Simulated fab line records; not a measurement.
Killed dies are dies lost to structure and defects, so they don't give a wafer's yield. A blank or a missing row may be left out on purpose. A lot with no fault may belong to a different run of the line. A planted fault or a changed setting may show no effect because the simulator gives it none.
fab line records	flow nand-harc
record lots=24	wafers=72	last-day=24
route steps=1159 shown P_GATE@205 P_CONTACT@233 P_M1@310 A_ONON_D1@437 A_CHANNEL_HOLE_D1@466
lots that met no fault: from a run of the same line without faults
start-h: start of the lot's first displayed wafer, in hours after the record's first day	wait-h: time in hours since the lot's previous step	" identical to the entry in the row above	L1.1+2: several wafers, shown together as one row	- value missing, or start not given	* or withheld: withheld	< > ~ a bound
route shown NAME@n: names a module that has steps shown in the file, with the first one's number in the route	usual: the fault-free wafers' mean and standard deviation	same: alike in all rows	chamber/n: place in a boat	sites: each site's reading	_std_site: the standard deviation of these	_edge_site: the outer-site mean with the inner-site mean subtracted	radius-mm: how far each site lies from the wafer's centre	mask NAME#n: copy n	behind: the tool/chamber that last shaped the wafer	hold: cause of the lot's hold/its duration in hours/its outcome	device: the transistor (n, p or np) that didn't switch	end of line: the tests these same wafers got at the end of their route	a step given without rows: its recipe and nothing more	killed: count of dies lost to structure and defects at first sort (not the wafer's yield)	map: dies across one wafer; x = killed, . = not, _ = none there
set.NAME: the run value of the setting; set.NAME@STEP: its run value at that earlier step	model.NAME: the simulator's own value behind a step, which no gauge read
a sample of lots followed through the steps of the route, with each step as a table and each wafer as a row
services: when a tool's chamber went out of use (start-h, in hours from the record's first day, below 0 if earlier), for how many hours, and the reason
## steps
# step NHARC_P_GATE_STRIP_95
# recipe power-w=1500	temp-c=250	chemistry=O2
# usual drypump-motor-current-A=5.7/0.34	heater-power-w=350/15
lot.wafer	tool	chamber	start-h	wait-h	drypump-motor-current-A	heater-power-w	rf-hours-counter-h
L074.1	plasma-asher-02	1	105.93	0.5	6.1	336	25
L074.4	"	1	"	"	6.1	340	-
L074.5	"	0	"	"	5.5	327	-
L075.2	plasma-asher-02	0	111.69	0.6	5.5	330	30
L075.4	"	0	"	"	5.4	332	-
L075.3	"	1	"	"	6.1	348	-
L076.2	plasma-asher-02	1	112.69	0.6	6.1	341	31
L076.1	"	0	"	"	5.5	336	31
L076.6	"	1	"	"	6.1	348	-
L077.1	plasma-asher-02	0	123.97	0.5	5.5	325	34
L077.4	"	0	"	"	5.5	341	-
L077.5	"	0	"	"	5.4	322	-
L078.3	plasma-asher-02	1	134.45	0.4	6.1	351	-
L078.5	"	1	"	"	6.1	343	-
L078.6	"	0	"	"	5.5	327	-
L079.2	plasma-asher-01	0	134.69	0.6	5.2	351	8
L079.1	"	1	"	"	5.7	375	8
L079.5	"	0	"	"	5.2	353	-
L080.2	plasma-asher-01	1	145.46	0.6	5.7	367	12
L080.4	"	1	"	"	5.7	375	-
L080.3	"	0	"	"	5.2	343	-
L081.2	plasma-asher-02	1	152.05	0.5	6.2	345	44
L081.4	"	0	"	"	5.4	329	-
L081.5	"	1	"	"	6.1	343	-
L082.2	plasma-asher-01	0	153.06	0.6	5.2	350	14
L082.6	"	0	"	"	5.2	348	-
L082.5	"	1	"	"	5.7	369	-
L083.2	plasma-asher-02	0	166.14	0.5	5.5	331	48
L083.3	"	1	"	"	6.2	342	-
L083.4	"	0	"	"	5.4	326	-
L084.2	plasma-asher-02	1	166.93	0.6	6.1	340	49
L084.1	"	0	"	"	5.5	322	49
L084.4	"	0	"	"	5.5	328	-
L085.2	plasma-asher-02	0	181.04	0.6	5.5	325	54
L085.1	"	1	"	"	6.1	341	54
L085.3	"	0	"	"	5.5	329	-
L087.1	plasma-asher-01	1	181.71	0.6	5.7	372	23
L087.4	"	1	"	"	5.7	377	-
L087.6	"	1	"	"	5.7	378	-
L086.1	plasma-asher-02	0	182.38	0.6	5.5	329	56
L086.3	"	1	"	"	6.1	347	-
L086.6	"	1	"	"	6.1	345	-
L088.1	plasma-asher-01	1	189.61	0.6	5.7	373	27
L088.2	"	0	"	"	5.2	350	27
L088.4	"	1	"	"	5.7	376	-
L089.2	plasma-asher-01	0	198.77	0.5	5.2	355	29
L089.3	"	1	"	"	5.7	379	-
L089.5	"	0	"	"	5.2	344	-
L090.1	plasma-asher-01	0	206.60	0.5	5.2	343	31
L090.4	"	1	"	"	5.7	366	-
L090.3	"	0	"	"	5.2	349	-
L091.2	plasma-asher-02	0	206.78	0.6	5.4	349	4
L091.4	"	0	"	"	5.4	346	-
L091.5	"	0	"	"	5.5	338	-
L092.3	plasma-asher-02	0	216.37	0.3	5.5	348	-
L092.6	"	1	"	"	6.1	362	-
L092.5	"	0	"	"	5.4	352	-
L093.2	plasma-asher-01	1	220.78	0.6	5.7	373	37
L093.3	"	1	"	"	5.7	366	-
L093.4	"	0	"	"	5.2	351	-
L094.1	plasma-asher-02	1	221.11	0.6	6.1	353	10
L094.3	"	0	"	"	5.5	348	-
L094.5	"	1	"	"	6.1	363	-
L096.3	plasma-asher-02	0	232.98	0.4	5.5	346	-
L096.4	"	1	"	"	6.1	356	-
L096.6	"	0	"	"	5.4	345	-
L095.2	plasma-asher-01	0	233.52	0.6	5.3	355	42
L095.3	"	0	"	"	5.3	344	-
L095.5	"	1	"	"	5.7	373	-
L097.2	plasma-asher-01	0	239.21	0.5	5.2	343	43
L097.4	"	1	"	"	5.7	370	-
L097.5	"	1	"	"	5.7	376	-
# step NHARC_P_CONTACT_OVL_MEAS_13
# usual overlay-x-nm=-0.2/0.77	overlay-y-nm=-0.1/0.83
lot.wafer	tool	chamber	start-h	wait-h	overlay-x-nm	overlay-y-nm
L074.1	overlay-02	-	109.86	-	-0.1	0.6
L074.4	"	-	"	"	-0.5	0.5
L074.5	"	-	"	"	-0.4	0.3
L075.2	overlay-01	-	115.46	-	-0.3	-1.3
L075.3	"	-	"	"	0.3	-1.0
L075.4	"	-	"	"	0.0	-0.8
L076.1	overlay-01	-	116.48	-	0.5	0.5
L076.2	"	-	"	"	0.6	0.1
L076.6	"	-	"	"	0.7	-0.2
L077.1	overlay-02	-	127.53	-	0.0	0.0
L077.4	"	-	"	"	-0.6	-0.2
L077.5	"	-	"	"	-0.8	-0.6
L078.3	overlay-02	-	138.00	-	0.1	0.3
L078.5	"	-	"	"	0.0	0.0
L078.6	"	-	"	"	0.1	-0.6
L079.1	overlay-01	-	138.49	-	0.4	0.7
L079.2	"	-	"	"	-0.4	0.4
L079.5	"	-	"	"	0.3	0.7
L080.2	overlay-01	-	148.98	-	-1.4	-1.2
L080.3	"	-	"	"	-1.9	-1.0
L080.4	"	-	"	"	-1.5	-0.6
L081.2	overlay-01	-	155.71	-	0.4	-1.3
L081.4	"	-	"	"	0.7	-0.8
L081.5	"	-	"	"	0.2	-0.8
L082.2	overlay-02	-	156.64	-	-0.7	1.5
L082.5	"	-	"	"	-1.6	1.0
L082.6	"	-	"	"	-1.2	1.0
L083.2	overlay-01	-	170.07	-	-0.6	1.0
L083.3	"	-	"	"	-0.8	1.0
L083.4	"	-	"	"	-0.7	0.6
L084.1	overlay-02	-	170.59	-	-0.4	-0.7
L084.2	"	-	"	"	0.0	0.1
L084.4	"	-	"	"	-0.4	-0.7
L085.1	overlay-02	-	184.44	-	-0.6	0.5
L085.2	"	-	"	"	-1.7	0.0
L085.3	"	-	"	"	-0.4	0.4
L087.1	overlay-02	-	185.24	-	-0.3	0.1
L087.4	"	-	"	"	-0.6	0.1
L087.6	"	-	"	"	0.3	0.7
L086.1	overlay-01	-	185.90	-	0.0	1.1
L086.3	"	-	"	"	-0.9	0.4
L086.6	"	-	"	"	-0.2	0.2
L088.1	overlay-01	-	193.14	-	-1.6	-0.9
L088.2	"	-	"	"	-1.6	-1.5
L088.4	"	-	"	"	-0.9	-0.9
L089.2	overlay-01	-	202.65	-	0.6	1.0
L089.3	"	-	"	"	0.2	0.5
L089.5	"	-	"	"	0.6	0.8
L090.1	overlay-02	-	210.11	-	-1.3	-0.4
L090.3	"	-	"	"	-0.9	-0.4
L090.4	"	-	"	"	-0.6	-0.5
L091.2	overlay-02	-	210.36	-	-1.8	0.5
L091.4	"	-	"	"	-1.4	0.0
L091.5	"	-	"	"	-1.4	-0.5
L092.3	overlay-01	-	220.62	-	0.9	1.2
L092.5	"	-	"	"	0.7	1.0
L092.6	"	-	"	"	1.0	1.5
L093.2	overlay-02	-	224.41	-	0.4	-0.7
L093.3	"	-	"	"	0.6	-1.3
L093.4	"	-	"	"	0.9	-0.5
L094.1	overlay-01	-	224.81	-	-0.6	0.3
L094.3	"	-	"	"	-0.6	0.9
L094.5	"	-	"	"	-1.1	0.5
L096.3	overlay-02	-	236.47	-	0.2	0.0
L096.4	"	-	"	"	0.2	-0.3
L096.6	"	-	"	"	0.6	-0.3
L095.2	overlay-02	-	237.25	-	0.3	-0.6
L095.3	"	-	"	"	0.6	-1.6
L095.5	"	-	"	"	0.8	-0.9
L097.2	overlay-01	-	242.78	-	0.8	-1.3
L097.4	"	-	"	"	0.6	-1.4
L097.5	"	-	"	"	0.5	-1.9
# step NHARC_P_CONTACT_DESCUM_17
# recipe time-s=3	o2-flow-sccm=200	ar-flow-sccm=0	bias-power-w=0	chemistry=O2
# usual drypump-motor-current-A=5.6/0.48	o2-flow-sccm=199.9/0.58	oes-product-au=0.999/0.012	rf-vpp-V=57.8/0.9	showerhead-plenum-p-Torr=1.92/0.091	throttle-valve-pct=11.311/0.0094
lot.wafer	tool	chamber	start-h	wait-h	drypump-motor-current-A	o2-flow-sccm	oes-product-au	rf-hours-counter-h	rf-vpp-V	showerhead-plenum-p-Torr	throttle-valve-pct
L074.1	rie-diel-03	1	109.96	0.1	5.5	199.4	0.984	7	57.3	1.89	11.327
L074.4	"	2	"	"	4.9	199.5	1.005	7	57.7	2.00	11.304
L074.5	"	1	"	"	5.5	199.9	0.994	-	57.8	1.89	11.307
L075.2	rie-diel-07	0	115.56	0.1	6.2	200.1	1.003	5	56.7	1.81	11.310
L075.4	"	1	"	"	6.2	200.4	0.981	5	56.9	1.78	11.310
L075.3	"	3	"	"	5.6	199.7	1.005	4	58.3	2.02	11.283
L076.1	rie-diel-07	1	116.59	0.1	6.2	199.8	0.984	5	57.0	1.78	11.304
L076.2	"	2	"	"	5.8	199.8	0.995	5	58.0	1.90	11.312
L076.6	"	3	"	"	5.6	200.1	1.014	-	55.7	2.02	11.319
L077.1	rie-diel-03	1	127.63	0.1	5.5	199.1	0.987	8	58.3	1.89	11.307
L077.4	"	2	"	"	4.9	200.7	0.999	8	58.1	2.00	11.315
L077.5	"	1	"	"	5.5	199.1	0.984	-	58.1	1.89	11.313
L078.3	rie-diel-07	1	138.09	0.1	6.1	199.1	0.990	8	57.4	1.78	11.320
L078.5	"	1	"	"	6.1	198.7	0.992	-	56.2	1.78	11.305
L078.6	"	2	"	"	5.8	200.0	0.986	-	58.7	1.90	11.312
L079.1	rie-diel-13	3	138.59	0.1	5.4	199.3	0.982	11	58.5	1.88	11.305
L079.2	"	0	"	"	6.6	200.3	1.005	14	58.0	2.07	11.330
L079.5	"	2	"	"	5.2	200.7	1.001	-	58.5	1.96	11.310
L080.4	rie-diel-07	2	149.09	0.1	5.8	200.3	0.994	8	57.1	1.90	11.302
L080.2	"	0	"	"	6.2	200.8	1.003	9	58.1	1.81	11.310
L080.3	"	1	"	"	6.1	200.3	0.994	9	56.7	1.78	11.317
L081.4	rie-diel-07	0	155.81	0.1	6.2	198.2	1.007	10	57.5	1.81	11.314
L081.2	"	2	"	"	5.8	199.7	0.991	10	58.1	1.90	11.323
L081.5	"	0	"	"	6.2	199.9	1.001	-	57.5	1.81	11.311
L082.2	rie-diel-03	2	156.74	0.1	4.9	200.8	1.002	11	57.9	2.00	11.313
L082.5	"	1	"	"	5.5	199.7	0.987	-	58.2	1.89	11.324
L082.6	"	2	"	"	4.9	200.5	0.992	-	59.1	2.00	11.310
L083.2	rie-diel-07	2	170.17	0.1	5.8	200.5	0.988	11	58.0	1.90	11.305
L083.4	"	3	"	"	5.5	199.7	1.005	10	58.6	2.02	11.309
L083.3	"	0	"	"	6.2	199.9	1.005	11	56.7	1.81	11.304
L084.4	rie-diel-03	1	170.69	0.1	5.4	199.9	0.991	11	56.4	1.89	11.311
L084.1	"	2	"	"	4.9	200.5	0.998	12	59.0	2.00	11.315
L084.2	"	3	"	"	4.8	200.2	0.980	11	58.9	2.06	11.328
L085.1	rie-diel-03	1	184.55	0.1	5.5	199.5	0.990	12	59.1	1.89	11.306
L085.2	"	2	"	"	4.9	200.3	0.983	13	59.0	2.00	11.320
L085.3	"	3	"	"	4.9	199.7	0.979	12	58.2	2.06	11.314
L087.4	rie-diel-03	3	185.34	0.1	4.8	200.1	0.975	13	57.2	2.06	11.308
L087.1	"	1	"	"	5.5	199.7	0.986	13	58.8	1.89	11.322
L087.6	"	0	"	"	5.6	198.9	1.009	-	58.3	1.89	11.302
L086.1	rie-diel-03	3	186.00	0.1	4.9	200.5	0.979	13	58.6	2.06	11.313
L086.3	"	0	"	"	5.6	199.3	1.015	12	57.6	1.89	11.308
L086.6	"	2	"	"	4.9	199.6	0.989	-	57.0	2.00	11.319
L088.2	rie-diel-07	2	193.24	0.1	5.8	200.0	0.992	13	58.5	1.90	11.311
L088.1	"	3	"	"	5.6	199.4	1.005	13	58.9	2.02	11.318
L088.4	"	1	"	"	6.2	200.2	0.979	14	58.6	1.78	11.310
L089.2	rie-diel-13	3	202.77	0.1	5.5	199.9	1.004	32	57.4	1.87	11.320
L089.3	"	0	"	"	6.7	200.3	1.020	36	57.3	2.06	11.315
L089.5	"	3	"	"	5.4	199.3	0.991	-	57.8	1.87	11.329
L090.1	rie-diel-03	2	210.20	0.1	4.9	200.6	0.987	17	57.0	2.00	11.325
L090.3	"	0	"	"	5.6	200.4	1.025	15	57.9	1.89	11.298
L090.4	"	0	"	"	5.6	200.4	1.018	-	57.4	1.89	11.309
L091.2	rie-diel-07	1	210.46	0.1	6.2	199.8	0.997	16	56.9	1.78	11.312
L091.4	"	3	"	"	5.6	201.1	1.004	14	59.4	2.02	11.317
L091.5	"	2	"	"	5.8	200.1	1.002	-	56.7	1.90	11.301
L092.3	rie-diel-13	1	220.72	0.1	5.5	199.0	1.012	39	57.0	1.95	11.320
L092.6	"	1	"	"	5.5	199.4	1.019	-	58.4	1.95	11.312
L092.5	"	2	"	"	5.2	199.0	1.010	-	57.2	1.95	11.324
L093.3	rie-diel-07	2	224.51	0.1	5.8	200.0	1.013	17	57.4	1.90	11.289
L093.4	"	3	"	"	5.6	198.9	1.012	15	57.9	2.02	11.322
L093.2	"	1	"	"	6.1	200.6	0.992	18	57.5	1.78	11.295
L094.1	rie-diel-07	1	224.91	0.1	6.2	200.4	1.000	18	56.7	1.78	11.299
L094.3	"	2	"	"	5.8	199.1	1.003	17	57.7	1.90	11.323
L094.5	"	2	"	"	5.8	198.7	1.005	-	57.7	1.90	11.306
L096.4	rie-diel-13	2	236.57	0.1	5.2	200.7	1.014	47	58.1	1.94	11.310
L096.3	"	1	"	"	5.5	198.9	0.999	41	58.3	1.95	11.304
L096.6	"	2	"	"	5.2	199.4	1.014	-	58.9	1.94	11.301
L095.3	rie-diel-07	0	237.36	0.1	6.2	200.4	1.000	0	55.7	1.80	11.303
L095.2	"	1	"	"	6.1	199.6	0.976	0	56.3	1.78	11.303
L095.5	"	0	"	"	6.2	200.4	0.985	-	57.6	1.80	11.312
L097.4	rie-diel-03	2	242.88	0.1	4.9	199.4	0.984	1	55.8	2.00	11.302
L097.2	"	0	"	"	5.6	199.9	1.018	1	56.0	1.89	11.294
L097.5	"	3	"	"	4.8	201.3	0.998	-	57.5	2.06	11.320
# step NHARC_P_M1_ANNEAL_31
# recipe temp-c=225	time-s=90
# usual wafer_temp_C_max=225.91/0.23
lot.wafer	tool	chamber	start-h	wait-h	wafer_temp_C_max
L074.1	rtp-anneal-02	0	121.64	0.3	226.07
L074.4	"	0	"	"	226.05
L074.5	"	0	"	"	225.82
L075.2	rtp-anneal-02	0	130.15	0.4	225.79
L075.3	"	0	"	"	226.20
L075.4	"	0	"	"	226.07
L076.1	rtp-anneal-02	0	131.38	-	226.01
L076.2	"	0	"	"	226.18
L076.6	"	0	"	"	225.71
L077.1	rtp-anneal-01	0	138.36	-	225.78
L077.4	"	0	"	"	225.96
L077.5	"	0	"	"	225.57
L078.3	rtp-anneal-01	0	148.33	0.3	226.21
L078.5	"	0	"	"	225.82
L078.6	"	0	"	"	225.64
L079.1	rtp-anneal-02	0	156.28	0.3	226.36
L079.2	"	0	"	"	226.13
L079.5	"	0	"	"	226.09
L080.2	rtp-anneal-02	0	159.29	-	226.38
L080.3	"	0	"	"	225.85
L080.4	"	0	"	"	226.32
L081.2	rtp-anneal-01	0	168.55	0.3	226.01
L081.4	"	0	"	"	225.82
L081.5	"	0	"	"	225.64
L082.2	rtp-anneal-02	0	168.79	0.3	226.34
L082.5	"	0	"	"	226.02
L082.6	"	0	"	"	226.02
L083.2	rtp-anneal-02	0	180.55	0.4	225.75
L083.3	"	0	"	"	225.59
L083.4	"	0	"	"	226.04
L084.1	rtp-anneal-02	0	181.09	0.3	225.86
L084.2	"	0	"	"	226.08
L084.4	"	0	"	"	225.82
L085.1	rtp-anneal-01	0	194.51	0.3	226.08
L085.2	"	0	"	"	225.81
L085.3	"	0	"	"	225.82
L087.1	rtp-anneal-01	0	195.61	-	225.58
L087.4	"	0	"	"	226.24
L087.6	"	0	"	"	225.68
L086.1	rtp-anneal-01	0	196.10	-	225.61
L086.3	"	0	"	"	225.87
L086.6	"	0	"	"	225.91
L088.1	rtp-anneal-02	0	204.92	0.3	225.72
L088.2	"	0	"	"	225.80
L088.4	"	0	"	"	225.93
L089.2	rtp-anneal-02	0	219.07	0.4	225.72
L089.3	"	0	"	"	225.40
L089.5	"	0	"	"	225.78
L090.1	rtp-anneal-01	0	221.39	-	226.08
L090.3	"	0	"	"	226.00
L090.4	"	0	"	"	226.14
L091.2	rtp-anneal-01	0	221.84	0.3	226.02
L091.4	"	0	"	"	225.83
L091.5	"	0	"	"	225.79
L092.3	rtp-anneal-02	0	231.64	0.3	225.91
L092.5	"	0	"	"	225.58
L092.6	"	0	"	"	226.13
L093.2	rtp-anneal-01	0	239.37	-	225.57
L093.3	"	0	"	"	226.35
L093.4	"	0	"	"	225.75
L094.1	rtp-anneal-01	0	239.82	-	225.78
L094.3	"	0	"	"	225.99
L094.5	"	0	"	"	225.84
L096.3	rtp-anneal-01	0	249.51	-	225.80
L096.4	"	0	"	"	225.64
L096.6	"	0	"	"	226.20
L095.2	rtp-anneal-01	0	249.80	0.4	225.91
L095.3	"	0	"	"	225.89
L095.5	"	0	"	"	225.83
L097.2	rtp-anneal-02	0	253.04	0.4	225.77
L097.4	"	0	"	"	225.79
L097.5	"	0	"	"	225.46
# step NHARC_A_ONON_D1_THK_MEAS_18
# recipe thk-meas-gauge=ellipsometry
# usual thk-nm=1002/9.4
lot.wafer	tool	chamber	start-h	wait-h	thk-nm
L074.1	film-metro-01	-	168.09	-	1001
L074.4	"	-	"	"	1003
L074.5	"	-	"	"	1001
L075.2	film-metro-02	-	173.16	-	1004
L075.3	"	-	"	"	1003
L075.4	"	-	"	"	1001
L076.1	film-metro-01	-	177.14	-	998
L076.2	"	-	"	"	997
L076.6	"	-	"	"	998
L077.1	film-metro-02	-	181.22	-	984
L077.4	"	-	"	"	984
L077.5	"	-	"	"	984
L078.3	film-metro-02	-	191.74	-	1011
L078.5	"	-	"	"	1009
L078.6	"	-	"	"	1011
L079.1	film-metro-02	-	203.45	-	1023
L079.2	"	-	"	"	1022
L079.5	"	-	"	"	1021
L080.2	film-metro-01	-	203.45	-	1005
L080.3	"	-	"	"	1006
L080.4	"	-	"	"	1006
L082.2	film-metro-02	-	212.30	-	987
L082.5	"	-	"	"	988
L082.6	"	-	"	"	987
L081.2	film-metro-01	-	212.33	-	997
L081.4	"	-	"	"	997
L081.5	"	-	"	"	996
L083.2	film-metro-01	-	223.53	-	994
L083.3	"	-	"	"	992
L083.4	"	-	"	"	989
L084.1	film-metro-02	-	223.54	-	1007
L084.2	"	-	"	"	1008
L084.4	"	-	"	"	1006
L087.1	film-metro-02	-	241.92	-	1015
L087.4	"	-	"	"	1016
L087.6	"	-	"	"	1015
L085.1	film-metro-01	-	241.92	-	993
L085.2	"	-	"	"	991
L085.3	"	-	"	"	993
L086.1	film-metro-01	-	242.27	-	988
L086.3	"	-	"	"	989
L086.6	"	-	"	"	987
L088.1	film-metro-02	-	253.04	-	1001
L088.2	"	-	"	"	1003
L088.4	"	-	"	"	1000
L090.1	film-metro-02	-	262.18	-	1005
L090.3	"	-	"	"	1005
L090.4	"	-	"	"	1004
L089.2	film-metro-01	-	262.19	-	1004
L089.3	"	-	"	"	1004
L089.5	"	-	"	"	1004
L091.2	film-metro-02	-	262.20	-	1002
L091.4	"	-	"	"	1002
L091.5	"	-	"	"	1003
L092.3	film-metro-02	-	274.58	-	1009
L092.5	"	-	"	"	1007
L092.6	"	-	"	"	1009
L093.2	film-metro-01	-	284.65	-	1002
L093.3	"	-	"	"	1002
L093.4	"	-	"	"	1002
L094.1	film-metro-01	-	284.86	-	1000
L094.3	"	-	"	"	1000
L094.5	"	-	"	"	1001
L096.3	film-metro-02	-	295.02	-	1018
L096.4	"	-	"	"	1019
L096.6	"	-	"	"	1018
L097.2	film-metro-01	-	295.02	-	993
L097.4	"	-	"	"	991
L097.5	"	-	"	"	991
L095.2	film-metro-02	-	295.37	-	1002
L095.3	"	-	"	"	1002
L095.5	"	-	"	"	1001
# step NHARC_A_CHANNEL_HOLE_D1_ETCH_38
# recipe target-depth-a=390	over-etch-frac=0.3	time-s=65	ion-energy-ev=80	cf4-flow-sccm=150	ar-flow-sccm=0	rf-w=300	bias-w=100	chemistry=CF4
# usual cf4-flow-sccm=150.0/0.48	drypump-motor-current-A=5.6/0.34	oes-product-au=0.999/0.012	rf-vpp-V=151.7/1.1	showerhead-plenum-p-Torr=1.81/0.06	throttle-valve-pct=13.284/0.0091
lot.wafer	tool	chamber	start-h	wait-h	cf4-flow-sccm	drypump-motor-current-A	oes-product-au	rf-hours-counter-h	rf-vpp-V	showerhead-plenum-p-Torr	throttle-valve-pct
L074.4	rie-diel-10	1	174.08	0.1	148.4	5.4	0.988	10	151.8	1.74	13.295
L074.1	"	2	"	"	150.3	4.9	0.980	11	153.9	1.90	13.283
L074.5	"	1	"	"	149.6	5.4	0.979	-	150.3	1.74	13.273
L075.3	rie-diel-05	2	182.02	0.1	150.5	5.5	1.000	0	152.9	1.84	13.278
L075.4	"	3	"	"	150.0	6.2	1.015	0	151.8	1.87	13.301
L075.2	"	1	"	"	150.4	5.3	1.011	1	151.0	1.77	13.281
L076.2	rie-diel-10	2	185.75	0.1	150.0	4.9	0.987	0	151.5	1.90	13.284
L076.1	"	1	"	"	150.2	5.4	0.992	0	151.0	1.74	13.267
L076.6	"	2	"	"	150.3	4.9	0.988	-	152.8	1.90	13.283
L077.4	rie-diel-09	2	189.03	0.1	149.1	6.1	0.998	7	150.1	1.79	13.283
L077.1	"	3	"	"	150.3	5.5	0.996	7	152.3	1.86	13.286
L077.5	"	3	"	"	150.2	5.5	0.992	-	153.1	1.86	13.292
L078.3	rie-diel-05	0	199.33	0.1	149.7	5.6	0.997	2	151.8	1.90	13.284
L078.6	"	3	"	"	150.6	6.2	1.024	-	153.0	1.87	13.281
L078.5	"	0	"	"	150.3	5.6	0.997	-	152.6	1.90	13.282
L080.4	rie-diel-09	2	209.64	0.1	150.2	6.0	0.998	8	151.5	1.79	13.272
L080.3	"	0	"	"	150.5	5.6	0.999	8	153.2	1.84	13.279
L080.2	"	1	"	"	150.0	5.6	0.979	9	151.8	1.77	13.269
L079.2	rie-diel-05	2	209.82	0.1	150.4	5.5	0.996	3	152.6	1.84	13.281
L079.1	"	3	"	"	150.4	6.2	1.016	3	151.7	1.87	13.293
L079.5	"	1	"	"	150.4	5.3	1.008	-	152.4	1.77	13.271
L082.2	rie-diel-05	0	218.69	0.1	149.7	5.6	1.002	3	153.5	1.90	13.288
L082.5	"	0	"	"	149.4	5.6	1.009	-	153.3	1.90	13.289
L082.6	"	1	"	"	150.4	5.3	1.022	-	152.1	1.77	13.289
L081.4	rie-diel-09	2	219.00	0.1	149.5	6.1	0.999	9	152.3	1.79	13.277
L081.2	"	0	"	"	150.6	5.6	1.011	9	151.2	1.84	13.287
L081.5	"	1	"	"	149.2	5.5	0.994	-	150.4	1.77	13.286
L084.4	rie-diel-10	3	229.32	0.1	149.4	5.3	1.001	3	150.0	1.72	13.286
L084.2	"	0	"	"	150.2	5.5	1.009	4	151.1	1.76	13.275
L084.1	"	1	"	"	151.0	5.4	1.004	4	150.5	1.74	13.291
L083.2	rie-diel-05	3	229.50	0.1	150.0	6.2	1.012	5	151.9	1.87	13.292
L083.3	"	0	"	"	149.8	5.6	0.986	4	153.8	1.90	13.288
L083.4	"	1	"	"	149.7	5.3	1.013	4	149.2	1.77	13.290
L087.1	rie-diel-10	2	248.50	0.1	150.3	4.9	0.984	4	151.5	1.90	13.304
L087.4	"	0	"	"	150.7	5.6	0.990	6	152.7	1.76	13.283
L087.6	"	1	"	"	148.9	5.4	1.005	-	151.9	1.74	13.266
L085.1	rie-diel-05	3	248.80	0.1	150.1	6.2	1.014	6	151.7	1.86	13.271
L085.2	"	1	"	"	150.1	5.4	1.020	6	151.3	1.77	13.289
L085.3	"	2	"	"	149.9	5.5	0.988	6	151.4	1.84	13.279
L086.1	rie-diel-09	2	249.05	0.1	150.4	6.0	1.001	10	151.7	1.79	13.292
L086.3	"	3	"	"	150.0	5.5	1.003	10	151.3	1.86	13.278
L086.6	"	1	"	"	149.2	5.6	0.993	-	149.8	1.77	13.276
L088.1	rie-diel-10	3	260.44	0.1	150.7	5.3	1.018	5	150.6	1.72	13.293
L088.2	"	1	"	"	150.1	5.4	0.993	7	151.2	1.74	13.289
L088.4	"	2	"	"	150.1	4.9	0.987	5	153.0	1.90	13.288
L090.4	rie-diel-05	2	268.21	0.1	150.0	5.5	0.988	8	151.5	1.84	13.282
L090.3	"	0	"	"	150.1	5.6	0.983	7	152.6	1.90	13.287
L090.1	"	1	"	"	149.8	5.3	1.003	8	152.9	1.77	13.287
L089.2	rie-diel-09	1	268.37	0.1	150.0	5.6	0.998	0	151.5	1.77	13.260
L089.3	"	3	"	"	150.4	5.5	0.990	0	152.6	1.86	13.280
L089.5	"	1	"	"	149.5	5.6	0.988	-	148.7	1.77	13.295
L091.4	rie-diel-10	3	268.82	0.1	149.3	5.3	1.003	6	150.3	1.72	13.290
L091.2	"	1	"	"	149.4	5.4	0.998	8	152.1	1.74	13.300
L091.5	"	2	"	"	149.3	4.9	0.999	-	152.7	1.90	13.305
L092.3	rie-diel-10	2	280.40	0.1	150.1	4.9	1.002	7	153.2	1.90	13.280
L092.6	"	2	"	"	149.8	4.9	0.989	-	153.2	1.90	13.284
L092.5	"	0	"	"	150.7	5.5	0.982	-	151.9	1.76	13.281
L093.4	rie-diel-10	2	290.46	0.1	150.6	4.9	0.988	9	154.4	1.90	13.298
L093.3	"	3	"	"	150.7	5.3	0.991	7	151.7	1.72	13.301
L093.2	"	0	"	"	149.8	5.5	0.986	11	152.4	1.76	13.282
L094.3	rie-diel-09	3	290.67	0.1	149.5	5.5	1.006	2	151.9	1.86	13.292
L094.1	"	1	"	"	150.1	5.5	0.998	1	152.0	1.77	13.286
L094.5	"	3	"	"	149.9	5.5	1.003	-	152.5	1.86	13.284
L096.3	rie-diel-05	3	303.79	0.1	149.7	6.2	1.018	10	151.6	1.86	13.293
L096.4	"	0	"	"	150.1	5.7	0.990	9	152.0	1.90	13.280
L096.6	"	1	"	"	150.4	5.3	1.022	-	149.5	1.77	13.290
L097.2	rie-diel-09	1	303.99	0.1	150.2	5.6	0.980	2	149.8	1.77	13.295
L097.4	"	0	"	"	151.0	5.5	1.007	2	151.1	1.84	13.302
L097.5	"	2	"	"	150.0	6.1	0.998	-	150.7	1.79	13.280
L095.3	rie-diel-05	2	305.72	0.1	150.2	5.5	0.981	11	150.4	1.84	13.288
L095.2	"	0	"	"	149.8	5.6	0.995	10	152.8	1.90	13.296
L095.5	"	2	"	"	150.1	5.5	0.985	-	152.8	1.84	13.287
## services
tool	chamber	start-h	hours	kind
rie-diel-03	-	82.17	0.7	repair
rie-diel-05	-	84.89	0.3	repair
plasma-asher-01	-	99.00	9.0	pm
rie-diel-07	2	126.09	3.7	repair
rie-diel-10	-	127.63	2.0	repair
plasma-asher-01	-	154.94	0.3	repair
rie-diel-05	-	163.60	9.0	pm
rie-diel-03	0	175.42	5.3	repair
rie-diel-10	-	176.57	9.0	pm
plasma-asher-02	-	183.11	9.0	pm
rie-diel-07	-	187.58	0.8	repair
rie-diel-07	3	197.18	6.0	repair
rie-diel-03	1	204.63	11.4	repair
rie-diel-03	-	215.38	9.0	pm
rie-diel-03	-	226.20	0.3	repair
rie-diel-07	-	228.20	9.0	pm
rie-diel-10	2	232.20	1.2	repair
rie-diel-10	2	234.85	4.8	repair
plasma-asher-02	-	261.31	3.6	repair
plasma-asher-01	-	276.00	9.0	pm
rie-diel-03	3	281.12	3.6	repair
rie-diel-03	2	291.78	4.4	repair
rie-diel-03	-	292.47	2.1	repair
rtp-anneal-02	-	300.00	12.0	pm
## key
fault none
